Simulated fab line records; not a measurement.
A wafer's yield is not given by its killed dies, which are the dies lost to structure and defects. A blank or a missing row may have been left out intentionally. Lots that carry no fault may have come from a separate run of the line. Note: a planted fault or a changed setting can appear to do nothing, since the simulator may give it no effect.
What tool caused it? | flow nand harc | Sampling: 24 lots, 72 wafers, 6 of 1302 route steps

== WHAT THE GAUGES SHOWED, per wafer ==
NHARC_A_CHANNEL_FILL_D2_INSPECT_13.
lot  | measured     | on                | raw defect count
L074 | day 15 03:49 | defect inspect-02 | 317 347 282
L076 | day 15 20:46 | defect inspect-02 | 218 271 210
L075 | day 16 04:17 | defect inspect-02 | 468 429 437
L077 | day 16 20:11 | defect inspect-02 | 496 519 496
L078 | day 17 04:37 | defect inspect-02 | 243 432 305
L079 | day 18 01:32 | defect inspect-02 | 248 309 553
L080 | day 18 01:32 | defect inspect-01 | 382 236 346
L081 | day 19 03:23 | defect inspect-01 | 446 340 451
L082 | day 19 03:16 | defect inspect-01 | 447 512 525
L083 | day 19 17:43 | defect inspect-02 | 406 510 316
L086 | day 20 02:16 | defect inspect-02 | 210 251 298
L085 | day 20 02:20 | defect inspect-02 | 421 313 340
L084 | day 20 07:04 | defect inspect-02 | 288 243 291
L087 | day 20 13:53 | defect inspect-02 | 307 252 226
L088 | day 21 13:48 | defect inspect-02 | 382 343 396
L089 | day 22 01:08 | defect inspect-02 | 209 265 193
L090 | day 22 01:13 | defect inspect-02 | 380 477 374
L091 | day 23 08:04 | defect inspect-02 | 225 236 291
L092 | day 23 08:04 | defect inspect-01 | 288 222 231
L094 | day 23 20:05 | defect inspect-01 | 395 245 257
L093 | day 23 20:07 | defect inspect-01 | 378 433 300
L095 | day 24 16:56 | defect inspect-01 | 235 410 284
L097 | day 24 23:47 | defect inspect-01 | 282 284 403
L096 | day 24 23:47 | defect inspect-02 | 483 285 233

== TOOL THAT RAN EACH LOT (tool first, then ch and the chambers of the sampled wafers, then the start) ==
lot  | NHARC_A_CHANNEL_HOLE_D2_DESCUM_15  | NHARC_A_CHANNEL_HOLE_D2_ETCH_26  | NHARC_A_CHANNEL_FILL_D2_STRIP_28   | NHARC_A_CHANNEL_FILL_D2_ALD_25   | NHARC_A_CHANNEL_FILL_D2_ETCHBACK_08
L074 | rie diel-05 ch 0,1,2, day 12 17:50 | har etch-02 ch 0,1, day 12 22:54 | rie diel-13 ch 0,1, day 14 02:57   | ald hk-03 ch 0,1, day 14 15:55   | rie diel-06 ch 1,2,3, day 15 03:49 or earlier
L076 | rie diel-12 ch 2,3, day 13 11:24   | har etch-01 ch 0,1, day 13 16:21 | rie diel-13 ch 1,2,3, day 14 20:38 | ald hk-01 ch 0,2,3, day 15 09:47 | rie diel-06 ch 0,1, day 15 20:46 or earlier
L075 | rie diel-12 ch 0,2, day 13 13:16   | har etch-02 ch 0,1, day 13 20:55 | rie diel-13 ch 0,1,2, day 15 00:07 | ald hk-01 ch 0,1,3, day 15 16:41 | rie diel-13 ch 1,2, day 16 04:17 or earlier
L077 | rie diel-05 ch 1,3, day 14 08:16   | har etch-02 ch 0,1, day 14 13:12 | rie diel-13 ch 0,1, day 15 16:55   | ald hk-04 ch 0,1,2, day 16 04:16 | rie diel-13 ch 1,2, day 16 20:11 or earlier
L078 | rie diel-12 ch 0,1,3, day 14 18:20 | har etch-02 ch 0,1, day 14 23:23 | rie diel-13 ch 1,2, day 16 04:48   | ald hk-03 ch 0,1,3, day 16 17:54 | rie diel-06 ch 0,1,3, day 17 04:37 or earlier
L079 | rie diel-12 ch 0,3, day 15 10:25   | har etch-02 ch 0,1, day 15 18:50 | rie diel-08 ch 0,1,3, day 16 23:55 | ald hk-01 ch 1,2,3, day 17 14:49 | rie diel-06 ch 0,1,2, day 18 01:32 or earlier
L080 | rie diel-02 ch 1,3, day 15 11:19   | har etch-01 ch 0,1, day 15 19:34 | rie diel-13 ch 1,3, day 16 23:55   | ald hk-04 ch 0,3, day 17 12:56   | rie diel-13 ch 1,2,3, day 18 01:32 or earlier
L081 | rie diel-12 ch 0,2, day 16 10:43   | har etch-01 ch 0, day 16 16:32   | rie diel-06 ch 0,1,2, day 17 22:22 | ald hk-04 ch 1,3, day 18 15:15   | rie diel-06 ch 0,1,3, day 19 03:23 or earlier
L082 | rie diel-12 ch 0,2,3, day 16 12:10 | har etch-02 ch 0,1, day 16 19:12 | rie diel-08 ch 0,1,3, day 17 22:22 | ald hk-01 ch 0,1,3, day 18 16:28 | rie diel-08 ch 1,2,3, day 19 03:16 or earlier
L083 | rie diel-12 ch 0,1,2, day 17 03:44 | har etch-01 ch 0,1, day 17 13:29 | rie diel-13 ch 0,1,2, day 18 17:10 | ald hk-01 ch 1,2, day 19 05:44   | rie diel-06 ch 0,1,3, day 19 17:43 or earlier
L086 | rie diel-12 ch 0,1,2, day 17 19:07 | har etch-02 ch 0,1, day 18 00:04 | rie diel-08 ch 0,1,3, day 19 02:31 | ald hk-03 ch 0,1,3, day 19 15:34 | rie diel-08 ch 0,1, day 20 02:16 or earlier
L085 | rie diel-02 ch 1,2,3, day 17 19:16 | har etch-01 ch 0,1, day 18 00:17 | rie diel-13 ch 1,3, day 19 02:31   | ald hk-04 ch 1,2,3, day 19 14:58 | rie diel-06 ch 0,2,3, day 20 02:20 or earlier
L084 | rie diel-05 ch 0,3, day 17 19:26   | har etch-02 ch 0,1, day 18 04:11 | rie diel-13 ch 0,1,2, day 19 06:31 | ald hk-04 ch 0,1,3, day 19 19:41 | rie diel-06 ch 2,3, day 20 07:04 or earlier
L087 | rie diel-02 ch 0,1,3, day 18 07:12 | har etch-01 ch 0,1, day 18 12:26 | rie diel-06 ch 1,2, day 19 14:24   | ald hk-03 ch 0,1,2, day 20 02:36 | rie diel-13 ch 1,2,3, day 20 13:53 or earlier
L088 | rie diel-12 ch 0,1,3, day 19 06:42 | har etch-01 ch 0,1, day 19 11:44 | rie diel-13 ch 0,1, day 20 14:07   | ald hk-04 ch 2,3, day 21 01:52   | rie diel-13 ch 2,3, day 21 13:48 or earlier
L089 | rie diel-05 ch 1,2, day 19 13:40   | har etch-01 ch 0,1, day 19 20:46 | rie diel-08 ch 1,2,3, day 21 01:31 | ald hk-01 ch 0,1,2, day 21 13:14 | rie diel-13 ch 1,2,3, day 22 01:08 or earlier
L090 | rie diel-05 ch 1,2,3, day 19 19:41 | har etch-02 ch 0,1, day 20 00:55 | rie diel-13 ch 1,3, day 21 01:32   | ald hk-03 ch 0,3, day 21 13:50   | rie diel-06 ch 1,2, day 22 01:13 or earlier
L091 | rie diel-02 ch 1,2,3, day 20 22:17 | har etch-02 ch 1, day 21 03:14   | rie diel-06 ch 1,2, day 22 08:29   | ald hk-01 ch 2,3, day 22 20:12   | rie diel-08 ch 1,3, day 23 08:04 or earlier
L092 | rie diel-05 ch 0,1,3, day 21 02:01 | har etch-01 ch 0,1, day 21 08:06 | rie diel-13 ch 1,2,3, day 22 08:29 | ald hk-04 ch 0,1,3, day 22 20:49 | rie diel-06 ch 1,2,3, day 23 08:04 or earlier
L094 | rie diel-12 ch 0,1, day 21 12:59   | har etch-01 ch 0,1, day 21 18:01 | rie diel-06 ch 0,2,3, day 22 20:16 | ald hk-03 ch 0,1,3, day 23 09:53 | rie diel-08 ch 2,3, day 23 20:05 or earlier
L093 | rie diel-05 ch 0,2,3, day 21 13:29 | har etch-02 ch 0, day 21 20:26   | rie diel-06 ch 0,1,3, day 22 20:18 | ald hk-01 ch 1,2, day 23 08:39   | rie diel-13 ch 1,3, day 23 20:07 or earlier
L095 | rie diel-12 ch 1,2, day 22 07:19   | har etch-02 ch 0,1, day 22 14:35 | rie diel-13 ch 0,3, day 23 17:20   | ald hk-04 ch 0,1, day 24 05:32   | rie diel-13 ch 1,3, day 24 16:56 or earlier
L097 | rie diel-12 ch 1,2,3, day 22 17:20 | har etch-01 ch 0,1, day 22 22:15 | rie diel-13 ch 1,2, day 24 00:31   | ald hk-04 ch 0,1,3, day 24 13:04 | rie diel-13 ch 0,1,2, day 24 23:47 or earlier
L096 | rie diel-05 ch 2,3, day 22 17:30   | har etch-02 ch 0,1, day 22 22:53 | rie diel-06 ch 0,1, day 24 00:02   | ald hk-01 ch 0,1,3, day 24 13:03 | rie diel-06 ch 0,2,3, day 24 23:47 or earlier
- NHARC_A_CHANNEL_HOLE_D2_DESCUM_15: chemistry O2, time 3 s.
- NHARC_A_CHANNEL_HOLE_D2_ETCH_26: etches the open film in C4F8/O2/Ar, time 224.1 s, target depth 300 nm.
- NHARC_A_CHANNEL_FILL_D2_STRIP_28: strips in O2, time 20 s.
- NHARC_A_CHANNEL_FILL_D2_ALD_25: deposits SiOx, target thk 60 nm, pulse time 10 s, ald cycles 600.
- NHARC_A_CHANNEL_FILL_D2_ETCHBACK_08: etches the open film in C4F8, target depth 220 nm, time 110 s.

== AS READ BY THE TOOLS THEMSELVES (means over the sampled wafers that have a number; for cases with no such wafer, the mark the record gives instead) ==
NHARC_A_CHANNEL_HOLE_D2_DESCUM_15.
lot  | tool        | drypump motor current A (A) | oes product au (a.u.) | rf vpp V (V) | showerhead plenum p Torr (Torr) | throttle valve pct (%)
L074 | rie diel-05 | 5.4                         | 0.997                 | 57.7         | 1.96                            | 11.310
L076 | rie diel-12 | 5.4                         | 1.010                 | 57.9         | 1.82                            | 11.306
L075 | rie diel-12 | 5.4                         | 1.010                 | 58.3         | 1.95                            | 11.314
L077 | rie diel-05 | 5.7                         | 0.989                 | 58.5         | 1.99                            | 11.314
L078 | rie diel-12 | 5.9                         | 1.008                 | 56.8         | 1.91                            | 11.312
L079 | rie diel-12 | 5.6                         | 1.003                 | 58.2         | 1.96                            | 11.304
L080 | rie diel-02 | 5.5                         | 1.006                 | 58.1         | 1.98                            | 11.302
L081 | rie diel-12 | 5.2                         | 1.005                 | 58.0         | 1.88                            | 11.312
L082 | rie diel-12 | 5.5                         | 1.009                 | 57.7         | 1.89                            | 11.319
L083 | rie diel-12 | 5.6                         | 0.998                 | 57.6         | 1.91                            | 11.306
L086 | rie diel-12 | 5.6                         | 0.996                 | 57.2         | 1.91                            | 11.311
L085 | rie diel-02 | 5.4                         | 1.006                 | 57.8         | 1.92                            | 11.299
L084 | rie diel-05 | 5.9                         | 0.994                 | 57.8         | 2.00                            | 11.306
L087 | rie diel-02 | 5.5                         | 0.999                 | 58.0         | 1.92                            | 11.305
L088 | rie diel-12 | 5.9                         | 1.007                 | 57.4         | 1.91                            | 11.314
L089 | rie diel-05 | 5.5                         | 0.995                 | 58.1         | 1.89                            | 11.311
L090 | rie diel-05 | 5.7                         | 0.993                 | 57.4         | 1.94                            | 11.314
L091 | rie diel-02 | 5.4                         | 1.002                 | 57.5         | 1.92                            | 11.316
L092 | rie diel-05 | 5.6                         | 0.991                 | 57.8         | 2.00                            | 11.306
L094 | rie diel-12 | 6.0                         | 0.985                 | 58.6         | 1.93                            | 11.315
L093 | rie diel-05 | 5.7                         | 0.994                 | 58.4         | 1.95                            | 11.309
L095 | rie diel-12 | 5.9                         | 0.986                 | 57.6         | 1.87                            | 11.313
L097 | rie diel-12 | 5.7                         | 1.000                 | 57.0         | 1.84                            | 11.313
L096 | rie diel-05 | 5.8                         | 0.992                 | 58.1         | 1.88                            | 11.317

NHARC_A_CHANNEL_HOLE_D2_ETCH_26.
lot  | tool        | drypump motor current A (A) | showerhead plenum p Torr (Torr) | throttle valve pct (%)
L074 | har etch-02 | 5.51                        | 3.68                            | 24.588
L076 | har etch-01 | 5.56                        | 3.70                            | 24.585
L075 | har etch-02 | 5.57                        | 3.69                            | 24.580
L077 | har etch-02 | 5.54                        | 3.67                            | 24.582
L078 | har etch-02 | 5.57                        | 3.68                            | 24.574
L079 | har etch-02 | 5.55                        | 3.68                            | 24.580
L080 | har etch-01 | 5.56                        | 3.68                            | 24.588
L081 | har etch-01 | 5.74                        | 3.60                            | 24.590
L082 | har etch-02 | 5.54                        | 3.65                            | 24.594
L083 | har etch-01 | 5.56                        | 3.67                            | 24.589
L086 | har etch-02 | 5.54                        | 3.89                            | 24.578
L085 | har etch-01 | 5.55                        | 3.66                            | 24.589
L084 | har etch-02 | 5.58                        | 3.78                            | 24.591
L087 | har etch-01 | 5.66                        | 3.63                            | 24.581
L088 | har etch-01 | 5.67                        | 3.62                            | 24.577
L089 | har etch-01 | 5.65                        | 3.61                            | 24.577
L090 | har etch-02 | 5.58                        | 3.76                            | 24.591
L091 | har etch-02 | 5.49                        | 3.96                            | 24.587
L092 | har etch-01 | 5.63                        | 3.60                            | 24.586
L094 | har etch-01 | 5.57                        | 3.63                            | 24.577
L093 | har etch-02 | 5.62                        | 3.65                            | 24.588
L095 | har etch-02 | 5.54                        | 3.85                            | 24.579
L097 | har etch-01 | 5.55                        | 3.62                            | 24.580
L096 | har etch-02 | 5.57                        | 3.74                            | 24.575

NHARC_A_CHANNEL_FILL_D2_STRIP_28.
lot  | tool        | drypump motor current A (A) | oes product au (a.u.) | rf vpp V (V) | showerhead plenum p Torr (Torr) | throttle valve pct (%)
L074 | rie diel-13 | 5.7                         | 1.017                 | 57.6         | 3.58                            | 17.046
L076 | rie diel-13 | 6.0                         | 1.012                 | 57.8         | 3.51                            | 17.039
L075 | rie diel-13 | 5.6                         | 1.011                 | 57.8         | 3.49                            | 17.039
L077 | rie diel-13 | 6.2                         | 1.011                 | 57.5         | 3.58                            | 17.037
L078 | rie diel-13 | 6.1                         | 1.013                 | 58.1         | 3.49                            | 17.031
L079 | rie diel-08 | 6.0                         | 0.995                 | 58.6         | 3.53                            | 17.042
L080 | rie diel-13 | 6.4                         | 1.010                 | 57.4         | 3.61                            | 17.033
L081 | rie diel-06 | 5.7                         | 0.998                 | 57.5         | 3.49                            | 17.035
L082 | rie diel-08 | 6.0                         | 0.997                 | 57.7         | 3.53                            | 17.039
L083 | rie diel-13 | 5.6                         | 1.007                 | 57.9         | 3.49                            | 17.033
L086 | rie diel-08 | 6.0                         | 1.008                 | 58.6         | 3.53                            | 17.042
L085 | rie diel-13 | 6.4                         | 1.014                 | 57.7         | 3.61                            | 17.044
L084 | rie diel-13 | 5.6                         | 1.009                 | 56.9         | 3.49                            | 17.028
L087 | rie diel-06 | 5.6                         | 1.011                 | 57.5         | 3.43                            | 17.037
L088 | rie diel-13 | 5.7                         | 1.012                 | 57.8         | 3.58                            | 17.034
L089 | rie diel-08 | 5.5                         | 1.004                 | 57.8         | 3.45                            | 17.032
L090 | rie diel-13 | 6.6                         | 1.019                 | 57.7         | 3.59                            | 17.032
L091 | rie diel-06 | 5.6                         | 0.990                 | 58.2         | 3.43                            | 17.036
L092 | rie diel-13 | 6.0                         | 1.008                 | 57.7         | 3.50                            | 17.036
L094 | rie diel-06 | 5.6                         | 1.009                 | 57.6         | 3.48                            | 17.037
L093 | rie diel-06 | 5.4                         | 1.001                 | 58.0         | 3.50                            | 17.038
L095 | rie diel-13 | 5.6                         | 1.019                 | 58.0         | 3.59                            | 17.031
L097 | rie diel-13 | 5.6                         | 0.999                 | 57.0         | 3.40                            | 17.040
L096 | rie diel-06 | 5.7                         | 0.984                 | 57.8         | 3.54                            | 17.026

NHARC_A_CHANNEL_FILL_D2_ALD_25.
lot  | tool      | heater power w (W) | precursor pulse height rel
L074 | ald hk-03 | 460                | 0.989
L076 | ald hk-01 | 495                | 0.994
L075 | ald hk-01 | 511                | 1.008
L077 | ald hk-04 | 455                | 1.004
L078 | ald hk-03 | 463                | 0.994
L079 | ald hk-01 | 516                | 1.003
L080 | ald hk-04 | 505                | 1.022
L081 | ald hk-04 | 433                | 1.010
L082 | ald hk-01 | 511                | 1.010
L083 | ald hk-01 | 502                | 1.001
L086 | ald hk-03 | 474                | 1.010
L085 | ald hk-04 | 425                | 0.989
L084 | ald hk-04 | 470                | 0.988
L087 | ald hk-03 | 450                | 1.000
L088 | ald hk-04 | 420                | 0.995
L089 | ald hk-01 | 490                | 1.000
L090 | ald hk-03 | 492                | 1.001
L091 | ald hk-01 | 497                | 0.999
L092 | ald hk-04 | 477                | 0.993
L094 | ald hk-03 | 481                | 1.013
L093 | ald hk-01 | 523                | 1.014
L095 | ald hk-04 | 507                | 1.025
L097 | ald hk-04 | 468                | 1.002
L096 | ald hk-01 | 512                | 0.984

NHARC_A_CHANNEL_FILL_D2_ETCHBACK_08.
lot  | tool        | oes product au (a.u.) | rf vpp V (V)
L074 | rie diel-06 | 1.01                  | 439.4
L076 | rie diel-06 | 0.97                  | 441.5
L075 | rie diel-13 | 1.02                  | 440.2
L077 | rie diel-13 | 0.93                  | 438.5
L078 | rie diel-06 | 1.00                  | 439.9
L079 | rie diel-06 | 1.00                  | 440.2
L080 | rie diel-13 | 0.93                  | 440.6
L081 | rie diel-06 | 0.93                  | 441.0
L082 | rie diel-08 | 0.92                  | 440.4
L083 | rie diel-06 | 0.98                  | 441.0
L086 | rie diel-08 | 0.92                  | 443.4
L085 | rie diel-06 | 1.01                  | 439.9
L084 | rie diel-06 | 1.01                  | 439.7
L087 | rie diel-13 | 1.00                  | 441.0
L088 | rie diel-13 | 0.93                  | 440.7
L089 | rie diel-13 | 0.92                  | 440.8
L090 | rie diel-06 | 0.99                  | 438.8
L091 | rie diel-08 | 0.99                  | 440.9
L092 | rie diel-06 | 1.00                  | 440.3
L094 | rie diel-08 | 1.00                  | 437.4
L093 | rie diel-13 | 0.99                  | 442.7
L095 | rie diel-13 | 0.93                  | 443.1
L097 | rie diel-13 | 0.93                  | 440.2
L096 | rie diel-06 | 0.93                  | 440.2

== THE ANSWER, worked out from the rows above alone ==
Rule: the lots themselves supply what counts as usual. The widest of any qualifying gaps counts: lots, ordered by their means at a reading, are off when they make up no more than a third of the lots, leave a main group of 4 or more, and stand apart from it by 3 or more times the standard deviation of that group's means. The tables above print the reading to a certain number of digits; a main group whose means all agree to those digits is not used. A lot without any number at a reading at which 4 lots or more have one is off too. All remaining lots with rows at the step are treated as sound. First the gauges in route order, then the tools' own readings, where a lot's mean is used as printed above. At the first step where some lot is off, the reading lying furthest off is the one used; lots without a number count as furthest.
Nothing can be told from this: no lot is off at any reading shown.

== WHAT HAD BEEN PUT IN BY THE SIMULATOR ==
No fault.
